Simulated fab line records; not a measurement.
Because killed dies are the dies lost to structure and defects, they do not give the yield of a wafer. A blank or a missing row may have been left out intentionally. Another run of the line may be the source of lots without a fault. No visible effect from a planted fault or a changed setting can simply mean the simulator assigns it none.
Matching of chambers	flow n5 finfet	N5_MOL_CONTACT_COAG_ETCH_106 on rie diel-06 has 4 sister chambers
The step etches SOC in N2/H2, target depth 80 nm, overetch 16 nm, time 120 s. 4 wafers are shown with their chamber, then 8 later ones without.

== WAFERS PAIRED WITH THEIR CHAMBERS ==
wafer	chamber	showerhead plenum p Torr (Torr)
L088.6	1	2.52
L091.4	2	2.41
L091.5	0	2.65
L093.1	3	2.63

== WAFERS WHOSE CHAMBER IS MISSING ==
wafer	showerhead plenum p Torr (Torr)
L093.3	2.64
L093.4	2.41
L095.2	2.63
L095.4	2.63
L095.5	2.41
L097.1	2.64
L097.4	2.64
L097.6	2.40

== THE CHAMBER EACH PASSED THROUGH ==
wafer	from the rows above	in truth
L093.3	can't be placed: 0 or 3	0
L093.4	2	2
L095.2	3	3
L095.4	3	3
L095.5	2	2
L097.1	can't be placed: 0 or 3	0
L097.4	can't be placed: 0 or 3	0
L097.6	2	2
5 of 8 placed correctly. Can't be placed from these rows: 3 (the true chamber is among the candidates in 3). Wrongly placed: 0.
How it was worked out, from the rows above alone: a wafer's distance from a chamber is the root of the sum, over the readings, of the square of ((its reading less the chamber's mean) divided by the reading's scatter). If the next closest chamber is less than 2 further off than the closest, the wafer can't be placed; otherwise it belongs to the closest. For every chamber, the mean is computed from those of its wafers that are shown. The scatter: with one shown wafer a chamber, the root of the mean of the squares of how far each hidden wafer lies from its nearest shown one.
